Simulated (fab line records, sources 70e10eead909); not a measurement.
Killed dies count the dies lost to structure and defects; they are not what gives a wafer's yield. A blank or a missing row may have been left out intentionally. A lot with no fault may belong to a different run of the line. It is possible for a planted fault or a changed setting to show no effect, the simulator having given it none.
Chamber matching / flow nand harc / NHARC_A_BONDPAD_CMP_29 on cmp-02: 4 sister chambers
The step polishes SiCN, target thk 200 nm. 4 wafers are shown with their chamber, then 9 later ones without.

WAFERS PAIRED WITH THEIR CHAMBERS
wafer=L084.3; chamber=0; motor current A (A)=11.5
wafer=L090.3; chamber=3; motor current A (A)=16.7
wafer=L090.4; chamber=2; motor current A (A)=11.8
wafer=L090.5; chamber=1; motor current A (A)=12.7

WAFERS WITHOUT THEIR CHAMBER
wafer=L092.1; motor current A (A)=11.1
wafer=L092.5; motor current A (A)=13.3
wafer=L092.6; motor current A (A)=11.8
wafer=L093.2; motor current A (A)=13.1
wafer=L093.3; motor current A (A)=12.1
wafer=L093.6; motor current A (A)=12.9
wafer=L096.1; motor current A (A)=12.4
wafer=L096.2; motor current A (A)=10.8
wafer=L096.4; motor current A (A)=11.8

WHICH CHAMBER EACH WENT THROUGH
wafer=L092.1; from the rows above=can't be placed: 0 or 2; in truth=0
wafer=L092.5; from the rows above=1; in truth=1
wafer=L092.6; from the rows above=can't be placed: 2 or 0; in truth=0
wafer=L093.2; from the rows above=1; in truth=1
wafer=L093.3; from the rows above=can't be placed: 2 or 0 or 1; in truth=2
wafer=L093.6; from the rows above=1; in truth=1
wafer=L096.1; from the rows above=can't be placed: 1 or 2 or 0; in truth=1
wafer=L096.2; from the rows above=can't be placed: 0 or 2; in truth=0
wafer=L096.4; from the rows above=can't be placed: 2 or 0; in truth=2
Correctly placed: 3 of 9. Can't be placed from these rows: 6 (the true chamber is among the candidates in 6). Wrongly placed: 0.
How it was worked out, from the rows above alone: a wafer's distance from a chamber is the root of the sum, over the readings, of the square of ((its reading less the chamber's mean) divided by the reading's scatter). If the next closest chamber is less than 2 further off than the closest, the wafer can't be placed; otherwise it belongs to the closest. A chamber's mean is the mean of its shown wafers. The scatter (one wafer shown for each chamber): square how far every hidden wafer sits from the nearest shown wafer, average those squares and take the square root.
